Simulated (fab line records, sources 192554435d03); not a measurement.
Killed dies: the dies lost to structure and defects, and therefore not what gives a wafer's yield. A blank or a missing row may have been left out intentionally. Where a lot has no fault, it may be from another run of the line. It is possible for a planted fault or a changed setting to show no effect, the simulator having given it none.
fab line records -- flow n5Finfet
[record] lots = 9, wafers = 26, lastDay = 18
route steps=1938 shown FIN_SAQP@96 BEOL_M4@1111 PASSIVATION@1936
lots that met no fault: from a run of the same line without faults
startH: hours from the record's opening day to when the first of the lot's shown wafers began -- waitH: time in hours since the lot's previous step -- " identical to the entry in the row above -- L1.1+2: several wafers, shown together as one row -- - value missing, or start not given -- * or withheld: withheld -- < > ~ a bound
route shown NAME@n: NAME is a module with steps in the file, n the number in the route of the first one -- usual: mean and standard deviation over wafers with no fault -- same: alike in all rows -- chamber/n: place in a boat -- sites: the reading at each site -- _std_site: the standard deviation of these -- _edge_site: the outer-site mean with the inner-site mean subtracted -- radiusMm: for every site, how far away it sits from the centre of the wafer -- mask NAME#n: copy n -- behind: the tool/chamber that last shaped the wafer -- hold: cause of the lot's hold/its duration in hours/its outcome -- device: the n, p or np transistor that did not switch -- end of line: the route-end tests of the same wafers -- for a step that has no rows: nothing shown but its recipe -- killed: dies lost to structure and defects at the first sort, not the wafer's yield -- map: a wafer's dies, marking killed ones x, the rest . and places with no die _
set.NAME: the setting as run; set.NAME@STEP: as run at that earlier step -- model.NAME: the simulator's own value behind a step, which no gauge read
route steps across a sampled set of lots; one table per step, one row per wafer
services: the hour from which a tool's chamber was out of use, counted from the record's first day as startH (under 0 if before that day), plus the number of hours and why
[[steps]]
[step N5_FIN_SAQP_HM_DEP_03]
[recipe] material = SiNx, targetThkA = 380, tempC = 400, precursor = SiH4/NH3/N2, pressureTorr = 1.5, rfW = 300, timeS = 33.6
[usual] heaterPowerW = 749/81, showerheadPlenumPTorr = 5.11/0.063, throttleValvePct = 39.0/1.8
lot.wafer,tool,chamber,startH,waitH,heaterPowerW,showerheadPlenumPTorr,throttleValvePct
L685.2,pecvd-04,0,21.00,0.2,717,5.14,36.5
L685.3,pecvd-04,1,21.00,0.2,639,5.21,41.8
L685.6,pecvd-04,1,21.00,0.2,641,5.21,42.0
L687.2,pecvd-02,2,33.31,0.2,675,5.02,38.7
L687.3,pecvd-02,1,33.31,0.2,697,5.13,41.5
L687.5,pecvd-02,1,33.31,0.2,717,5.14,41.3
L689.2,pecvd-01,2,45.32,0.2,736,5.12,36.4
L689.4,pecvd-01,1,45.32,0.2,857,5.05,38.3
L689.6,pecvd-01,0,45.32,0.2,853,5.04,39.4
L691.1,pecvd-04,1,57.51,0.2,726,5.22,41.7
L691.3,pecvd-04,0,57.51,0.2,709,5.13,36.7
L691.5,pecvd-04,0,57.51,0.2,719,5.12,36.6
L696.2,pecvd-02,2,87.67,0.2,604,5.04,38.6
L696.3,pecvd-02,1,87.67,0.2,753,5.12,41.6
L696.5,pecvd-02,2,87.67,0.2,598,5.04,39.2
L698.1,pecvd-02,2,101.47,0.2,570,5.03,38.9
L698.4,pecvd-02,2,101.47,0.2,567,5.04,38.7
L698.5,pecvd-02,1,101.47,0.2,738,5.13,41.6
L701.1,pecvd-02,1,117.48,0.2,746,5.13,41.4
L701.2,pecvd-02,2,117.48,0.2,642,5.03,39.0
L701.6,pecvd-02,1,117.48,0.2,740,5.13,41.2
L703.1,pecvd-02,2,130.34,0.2,679,5.04,39.0
L703.6,pecvd-02,1,130.34,0.2,644,5.13,41.1
L708.1,pecvd-04,0,161.39,0.2,837,5.11,37.1
L708.3,pecvd-04,2,161.39,0.2,661,5.16,38.1
L708.5,pecvd-04,0,161.39,0.2,830,5.12,36.9
[step N5_FIN_SAQP_THK_MEAS_05]
[usual] thkNm = 38.1/0.59
lot.wafer,tool,chamber,startH,waitH,thkNm
L685.2,filmMetro-01,-,21.09,0.1,37.6
L685.3,filmMetro-01,-,21.09,0.1,37.0
L685.6,filmMetro-01,-,21.09,0.1,37.8
L687.2,filmMetro-01,-,33.40,0.1,38.1
L687.3,filmMetro-01,-,33.40,0.1,37.7
L687.5,filmMetro-01,-,33.40,0.1,38.2
L689.2,filmMetro-01,-,45.41,0.1,38.4
L689.4,filmMetro-01,-,45.41,0.1,39.0
L689.6,filmMetro-01,-,45.41,0.1,38.5
L691.1,filmMetro-01,-,57.60,0.1,37.6
L691.3,filmMetro-01,-,57.60,0.1,38.0
L691.5,filmMetro-01,-,57.60,0.1,38.4
L696.2,filmMetro-02,-,87.76,0.1,37.5
L696.3,filmMetro-02,-,87.76,0.1,37.6
L696.5,filmMetro-02,-,87.76,0.1,37.8
L698.1,filmMetro-01,-,101.55,0.1,53.0
L698.4,filmMetro-01,-,101.55,0.1,38.6
L698.5,filmMetro-01,-,101.55,0.1,38.6
L701.1,filmMetro-01,-,117.60,0.1,53.6
L701.2,filmMetro-01,-,117.60,0.1,37.7
L701.6,filmMetro-01,-,117.60,0.1,53.9
L703.1,filmMetro-02,-,130.42,0.1,52.7
L703.6,filmMetro-02,-,130.42,0.1,53.4
L708.1,filmMetro-01,-,161.47,0.1,37.2
L708.3,filmMetro-01,-,161.47,0.1,37.1
L708.5,filmMetro-01,-,161.47,0.1,37.6
[step N5_FIN_SAQP_PECVD_48]
[recipe] material = SiNx, targetThkA = 250, tempC = 400, precursor = SiH4/NH3/N2, pressureTorr = 1.5, rfW = 300, timeS = 22.1
[usual] heaterPowerW = 740/73, showerheadPlenumPTorr = 5.12/0.063, throttleValvePct = 39.1/1.9
lot.wafer,tool,chamber,startH,waitH,heaterPowerW,showerheadPlenumPTorr,throttleValvePct
L685.2,pecvd-01,1,21.16,0.0,827,5.04,37.9
L685.3,pecvd-01,2,21.16,0.0,865,5.10,36.2
L685.6,pecvd-01,1,21.16,0.0,834,5.04,38.1
L687.2,pecvd-01,1,33.48,0.0,766,5.04,38.4
L687.3,pecvd-01,0,33.48,0.0,750,5.03,39.7
L687.5,pecvd-01,2,33.48,0.0,823,5.10,36.3
L689.2,pecvd-02,1,45.49,0.0,766,5.15,41.6
L689.4,pecvd-02,1,45.49,0.0,785,5.14,41.5
L689.6,pecvd-02,0,45.49,0.0,735,5.20,40.4
L691.1,pecvd-02,1,57.67,0.0,628,5.13,41.3
L691.3,pecvd-02,0,57.67,0.0,771,5.20,40.3
L691.5,pecvd-02,0,57.67,0.0,741,5.20,40.4
L696.2,pecvd-04,0,87.83,0.0,784,5.13,36.8
L696.3,pecvd-04,2,87.83,0.0,712,5.16,38.3
L696.5,pecvd-04,0,87.83,0.0,771,5.12,36.8
L698.1,pecvd-01,2,101.63,0.0,829,5.10,36.4
L698.4,pecvd-01,1,101.63,0.0,820,5.04,38.5
L698.5,pecvd-01,2,101.63,0.0,808,5.12,36.4
L701.1,pecvd-04,1,117.67,0.0,691,5.20,41.8
L701.2,pecvd-04,0,117.67,0.0,728,5.13,37.0
L701.6,pecvd-04,2,117.67,0.0,680,5.17,38.4
L703.1,pecvd-04,1,130.50,0.0,665,5.20,41.8
L703.6,pecvd-04,1,130.50,0.0,670,5.21,41.8
L708.1,pecvd-02,0,161.55,0.0,825,5.20,40.6
L708.3,pecvd-02,2,161.55,0.0,632,5.03,39.2
L708.5,pecvd-02,0,161.55,0.0,824,5.19,40.5
[step N5_FIN_SAQP_PECVD_06]
[recipe] material = a-Si, targetThkA = 600, tempC = 400, precursor = SiH4/He, pressureTorr = 3, rfW = 100, timeS = 48.1
[usual] heaterPowerW = 816/71, showerheadPlenumPTorr = 5.65/0.045, throttleValvePct = 17.9/0.82
lot.wafer,tool,chamber,startH,waitH,heaterPowerW,showerheadPlenumPTorr,throttleValvePct
L685.2,pecvd-01,1,21.20,0.0,795,5.58,17.6
L685.3,pecvd-01,2,21.20,0.0,840,5.65,16.6
L685.6,pecvd-01,1,21.20,0.0,784,5.59,17.6
L687.2,pecvd-01,1,33.51,0.0,902,5.59,17.4
L687.3,pecvd-01,0,33.51,0.0,872,5.59,17.6
L687.5,pecvd-01,2,33.51,0.0,825,5.66,16.6
L689.2,pecvd-02,1,45.53,0.0,770,5.67,18.8
L689.4,pecvd-02,1,45.53,0.0,763,5.67,18.5
L689.6,pecvd-02,0,45.53,0.0,792,5.72,18.3
L691.1,pecvd-02,1,57.71,0.0,828,5.68,18.8
L691.3,pecvd-02,0,57.71,0.0,779,5.69,18.7
L691.5,pecvd-02,0,57.71,0.0,788,5.70,18.5
L696.2,pecvd-04,0,87.87,0.0,857,5.66,16.9
L696.3,pecvd-04,2,87.87,0.0,751,5.67,17.4
L696.5,pecvd-04,0,87.87,0.0,876,5.66,17.1
L698.1,pecvd-01,2,101.67,0.0,864,5.63,16.9
L698.4,pecvd-01,1,101.67,0.0,792,5.58,17.4
L698.5,pecvd-01,2,101.67,0.0,855,5.65,16.5
L701.1,pecvd-04,1,117.71,0.0,742,5.71,19.0
L701.2,pecvd-04,0,117.71,0.0,907,5.63,16.7
L701.6,pecvd-04,2,117.71,0.0,815,5.68,17.4
L703.1,pecvd-04,1,130.54,0.0,699,5.71,19.1
L703.6,pecvd-04,1,130.54,0.0,714,5.71,19.0
L708.1,pecvd-02,0,161.59,0.0,837,5.70,18.5
L708.3,pecvd-02,2,161.59,0.0,701,5.59,18.0
L708.5,pecvd-02,0,161.59,0.0,840,5.72,18.5
[step N5_FIN_SAQP_THK_MEAS_07]
[usual] thkNm = 59.9/0.73
lot.wafer,tool,chamber,startH,waitH,thkNm
L685.2,filmMetro-01,-,21.29,0.1,58.5
L685.3,filmMetro-01,-,21.29,0.1,59.4
L685.6,filmMetro-01,-,21.29,0.1,61.0
L687.2,filmMetro-02,-,33.60,0.1,59.6
L687.3,filmMetro-02,-,33.60,0.1,58.7
L687.5,filmMetro-02,-,33.60,0.1,60.1
L689.2,filmMetro-01,-,45.62,0.1,60.8
L689.4,filmMetro-01,-,45.62,0.1,61.1
L689.6,filmMetro-01,-,45.62,0.1,61.4
L691.1,filmMetro-01,-,57.80,0.1,60.0
L691.3,filmMetro-01,-,57.80,0.1,61.0
L691.5,filmMetro-01,-,57.80,0.1,60.8
L696.2,filmMetro-01,-,87.96,0.1,58.7
L696.3,filmMetro-01,-,87.96,0.1,59.3
L696.5,filmMetro-01,-,87.96,0.1,60.0
L698.1,filmMetro-01,-,101.76,0.1,59.5
L698.4,filmMetro-01,-,101.76,0.1,60.2
L698.5,filmMetro-01,-,101.76,0.1,60.0
L701.1,filmMetro-02,-,117.80,0.1,60.0
L701.2,filmMetro-02,-,117.80,0.1,59.1
L701.6,filmMetro-02,-,117.80,0.1,60.3
L703.1,filmMetro-02,-,130.64,0.1,60.4
L703.6,filmMetro-02,-,130.64,0.1,60.1
L708.1,filmMetro-01,-,161.68,0.1,59.8
L708.3,filmMetro-01,-,161.68,0.1,59.4
L708.5,filmMetro-01,-,161.68,0.1,60.1
[step N5_FIN_SAQP_HM_OPEN_33]
[recipe] chemistry = CH3F/O2, target = SiNx, maskMaterial = SiO2, targetDepthA = 494, timeS = 70.6, pressureMtorr = 30, sourceW = 395, biasW = 73, Ar_flow_sccm = 150, CH3F_flow_sccm = 30, O2_flow_sccm = 20, ionEnergyEv = 120, ends = cleared
[usual] CH3F_flow_sccm = 30.01/0.081, drypumpMotorCurrentA = 5.8/0.45, etchRfOnTimeS = 69.4/1.6, oes_f_703_au = 0.75/0.066, oesProductAu = 0.64/0.06, rfVppV = 300/5.3, showerheadPlenumPTorr = 2.02/0.07, throttleValvePct = 16.41/0.18
lot.wafer,tool,chamber,startH,waitH,CH3F_flow_sccm,drypumpMotorCurrentA,etchRfOnTimeS,oes_f_703_au,oesProductAu,rfHoursCounterH,rfVppV,showerheadPlenumPTorr,throttleValvePct
L685.2,rieDiel-03,3,26.37,0.1,30.08,5.9,67.2,0.77,0.65,148,289,2.00,16.09
L685.3,rieDiel-03,2,26.37,0.1,30.13,5.5,66.0,0.74,0.61,191,291,1.98,16.32
L685.6,rieDiel-03,1,26.37,0.1,30.06,6.4,69.3,0.84,0.70,-,290,2.03,16.31
L687.2,rieDiel-05,3,37.95,0.0,30.08,6.5,67.5,0.75,0.64,153,302,2.09,16.57
L687.3,rieDiel-05,2,37.95,0.0,30.04,5.5,70.0,0.68,0.60,227,306,1.97,16.36
L687.5,rieDiel-05,2,37.95,0.0,29.93,5.5,71.1,0.68,0.60,-,307,1.97,16.35
L689.2,rieDiel-05,3,50.25,0.1,29.95,6.5,68.9,0.76,0.64,157,301,2.09,16.60
L689.4,rieDiel-05,1,50.25,0.1,30.09,5.1,70.3,0.76,0.63,178,299,2.08,16.61
L689.6,rieDiel-05,2,50.25,0.1,29.93,5.5,71.5,0.68,0.59,-,306,1.97,16.37
L691.1,rieDiel-05,2,62.03,0.0,29.94,5.5,70.3,0.68,0.59,235,305,1.97,16.38
L691.3,rieDiel-05,3,62.03,0.0,29.96,6.5,68.4,0.75,0.63,161,302,2.09,16.58
L691.5,rieDiel-05,0,62.03,0.0,29.99,5.8,70.5,0.75,0.62,-,298,2.08,16.21
L696.2,rieDiel-02,2,93.08,0.0,29.92,5.8,69.4,0.68,0.60,217,312,1.97,16.55
L696.3,rieDiel-02,3,93.08,0.0,30.01,6.0,67.4,0.91,0.78,18,293,1.95,16.27
L696.5,rieDiel-02,2,93.08,0.0,30.00,5.8,70.3,0.69,0.60,-,309,1.97,16.54
L698.1,rieDiel-05,1,108.44,0.0,30.01,5.1,97.1,0.74,0.61,196,299,2.08,16.62
L698.4,rieDiel-05,0,108.44,0.0,30.05,5.8,70.9,0.74,0.61,195,300,2.07,16.24
L698.5,rieDiel-05,2,108.44,0.0,30.01,5.5,73.4,0.67,0.58,-,305,1.97,16.39
L701.1,rieDiel-05,3,121.95,0.0,29.96,6.5,95.7,0.74,0.62,184,301,2.08,16.62
L701.2,rieDiel-05,1,121.95,0.0,30.16,5.2,68.7,0.74,0.61,203,299,2.07,16.64
L701.6,rieDiel-05,1,121.95,0.0,30.04,5.1,98.4,0.73,0.61,-,299,2.07,16.63
L703.1,rieDiel-05,0,135.81,0.1,30.15,5.7,96.4,0.73,0.61,207,299,2.07,16.25
L703.6,rieDiel-05,0,135.81,0.1,29.98,5.7,97.6,0.73,0.61,-,300,2.07,16.28
L708.1,rieDiel-03,3,166.79,0.0,29.96,5.9,65.8,0.73,0.63,190,290,1.99,16.16
L708.3,rieDiel-03,2,166.79,0.0,30.03,5.5,66.4,0.71,0.58,237,289,1.97,16.41
L708.5,rieDiel-03,2,166.79,0.0,30.08,5.5,67.8,0.71,0.58,-,291,1.97,16.42
[step N5_BEOL_M4_RC_MEAS_101]
[usual] DIBL_N = 35.9/1.8, DIBL_P = 36.2/2, IOFF_N = 0.16/0.031, IOFF_P = 0.22/0.041, ION_N = 676/11, ION_P = 465/8.5, SS_N = 71.4/0.64, SS_P = 73.2/0.7, VT_N = 250/3.5, VT_P = -250/3.9
lot.wafer,tool,chamber,startH,waitH,DIBL_N[mV/V],DIBL_P[mV/V],IOFF_N[nA/um],IOFF_P[nA/um],ION_N[uA/um],ION_P[uA/um],SS_N[mV/dec],SS_P[mV/dec],VT_N[mV],VT_P[mV]
L685.2,prober-01,0,172.38,0.2,35.4,35.3,0.13,0.22,672,466,71.4,72.4,255,-249
L685.3,prober-01,0,172.38,0.2,36.9,37.8,0.17,0.29,694,484,71.1,73.3,249,-244
L685.6,prober-01,0,172.38,0.2,35.3,34.9,0.14,0.23,674,476,70.7,73.0,252,-246
L687.2,prober-02,0,182.35,0.2,36.6,35.9,0.17,0.19,673,449,71.5,73.4,250,-251
L687.3,prober-02,0,182.35,0.2,33.5,32.5,0.11,0.15,657,450,70.8,71.8,252,-254
L687.5,prober-02,0,182.35,0.2,35.1,35.4,0.15,0.18,676,457,71.1,72.0,250,-251
L689.2,prober-01,0,195.17,0.2,36.8,36.1,0.18,0.25,681,471,72.3,73.8,249,-244
L689.4,prober-01,0,195.17,0.2,36.2,35.4,0.15,0.24,673,474,71.4,74.1,250,-245
L689.6,prober-01,0,195.17,0.2,34.8,34.8,0.15,0.23,678,472,71.2,73.0,249,-247
L691.1,prober-02,0,203.17,0.0,36.7,36.8,0.15,0.18,670,456,70.9,73.6,252,-256
L691.3,prober-02,0,203.17,0.0,38.2,39.8,0.19,0.24,684,464,71.9,73.7,248,-250
L691.5,prober-02,0,203.17,0.0,37.1,37.2,0.15,0.20,666,458,70.8,73.7,251,-253
L696.2,prober-01,0,242.24,0.2,36.9,35.8,0.16,0.21,675,461,72.6,73.1,249,-250
L696.3,prober-01,0,242.24,0.2,35.8,34.5,0.14,0.19,665,453,71.9,73.6,251,-252
L696.5,prober-01,0,242.24,0.2,37.7,36.8,0.17,0.23,680,463,71.8,73.5,249,-247
L698.1,prober-01,0,252.03,0.0,32.4,33.1,0.11,0.16,660,454,70.0,72.5,254,-254
L698.4,prober-01,0,252.03,0.0,33.9,34.9,0.13,0.18,663,459,71.3,72.6,251,-253
L698.5,prober-01,0,252.03,0.0,32.4,33.7,0.12,0.16,674,463,70.7,72.8,251,-255
L701.1,prober-01,0,266.56,0.0,35.4,33.7,0.15,0.19,669,459,71.7,72.3,248,-250
L701.2,prober-01,0,266.56,0.0,35.4,35.0,0.14,0.20,678,468,72.1,72.6,251,-251
L701.6,prober-01,0,266.56,0.0,34.5,33.1,0.12,0.18,658,456,71.6,72.8,254,-254
L703.1,prober-02,0,284.66,0.0,34.4,33.4,0.10,0.17,648,455,69.7,73.0,256,-252
L703.6,prober-02,0,284.66,0.0,35.6,35.3,0.12,0.21,664,462,70.2,73.7,254,-249
L708.1,prober-02,0,321.11,0.0,35.7,35.5,0.13,0.15,676,456,70.6,73.4,250,-258
L708.3,prober-02,0,321.11,0.0,35.4,35.8,0.13,0.15,678,464,70.6,72.5,254,-259
L708.5,prober-02,0,321.11,0.0,35.6,36.1,0.14,0.15,675,452,71.2,73.0,249,-256
[step N5_PASSIVATION_PROBE_49]
[usual] defectLimitedYield = 91.3/1.3, killed_at_M0_to_M3 = 35/9.3, killed_at_M4_up = 14/5.2, killedAtContacts = 12/5.9, killedAtFrontEnd = 38/11, killedAtOther = 4/3.7, killedDies = 103/15, killedOpen = 67/12, killedShort = 34/8, sort_bin_5_function = 5.1/0.88, sort_bin_6_memory = 3.3/0.65, sort_bin_8_speed = 0.00/0.03, sortNPass = 1077/15, sortYieldPct = 91.3/1.3
[same] grossDies = 1180, killedAtBackSide = 0, sort_bin_4_leakage[%] = 0
lot.wafer,tool,chamber,startH,waitH,defectLimitedYield[%],killed_at_M0_to_M3,killed_at_M4_up,killedAtContacts,killedAtFrontEnd,killedAtOther,killedDies,killedOpen,killedShort,sort_bin_5_function[%],sort_bin_6_memory[%],sort_bin_8_speed[%],sortNPass,sortYieldPct[%]
L703.1,prober-02,-,394.32,0.0,90.2,33,14,14,47,8,116,81,33,5.7,3.7,0.08,1063,90.1
// killed by level:class
L703.1 MOL_CONTACT_COAG:geometricParticle:open=10 FIN_SAQP:geometricParticle:open=9 STI_FIN_REVEAL:geometricParticle:open=9 DUMMY_GATE:geometricParticle:open=9 BEOL_M0:geometricParticle:open=8 BEOL_M0_SAQP:geometricParticle:open=6 BEOL_M2:geometricParticle:open=5 BEOL_M4:geometricParticle:open=5
[[services]]
tool,chamber,startH,hours,kind
rieDiel-03,2,0.31,16.8,repair
rieDiel-05,1,1.08,6.8,repair
pecvd-02,-,11.97,1.9,repair
pecvd-04,-,15.31,4.5,repair
pecvd-01,-,23.09,0.5,repair
rieDiel-02,-,35.71,0.4,repair
pecvd-01,-,47.42,2.8,pm
pecvd-04,0,88.82,5.5,scheduledDown
pecvd-02,0,93.37,2.1,scheduledDown
pecvd-02,0,108.36,12.0,repair
rieDiel-05,2,109.16,-,clean
rieDiel-05,2,109.16,-,consumableReplace:focusRing
rieDiel-05,2,109.16,22.5,scheduledDown
rieDiel-05,2,109.16,22.5,ventCycle
pecvd-02,2,119.90,5.5,scheduledDown
pecvd-04,1,127.87,2.1,scheduledDown
pecvd-01,0,131.73,-,clean
pecvd-01,0,131.73,29.5,scheduledDown
pecvd-01,0,131.73,29.5,ventCycle
pecvd-02,2,133.82,2.1,scheduledDown
rieDiel-05,1,141.45,1.7,repair
pecvd-04,0,150.36,2.1,scheduledDown
pecvd-02,1,154.51,5.5,scheduledDown
pecvd-01,1,163.36,2.1,scheduledDown
[[key]]
[firstSign] step = N5_FIN_SAQP_THK_MEAS_05, reading = thkNm, direction = up, sigmas = 26, usual = *, struck = *
[effect] step = N5_FIN_SAQP_HM_OPEN_33, reading = etchRfOnTimeS, direction = up, sigmas = 17, usual = *, struck = *
metAt N5_FIN_SAQP_HM_DEP_03
struckLots L698,L701,L703
struckWafers L698.1,L701.1,L701.6,L703.1,L703.6
notActingAt N5_FIN_SAQP_PECVD_48,N5_FIN_SAQP_PECVD_06,N5_FIN_SAQP_THK_MEAS_07
onsetBetween 87.67 101.47
[fault] kind = processParameterDrift, tool = pecvd-02, chamber = -, onsetH = 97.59, steps = N5_FIN_SAQP_HM_DEP_03, channel = timeS, offset = *, shape = step, endH = 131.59, scope = struckWafersOnly, actsIn = *, stated = *
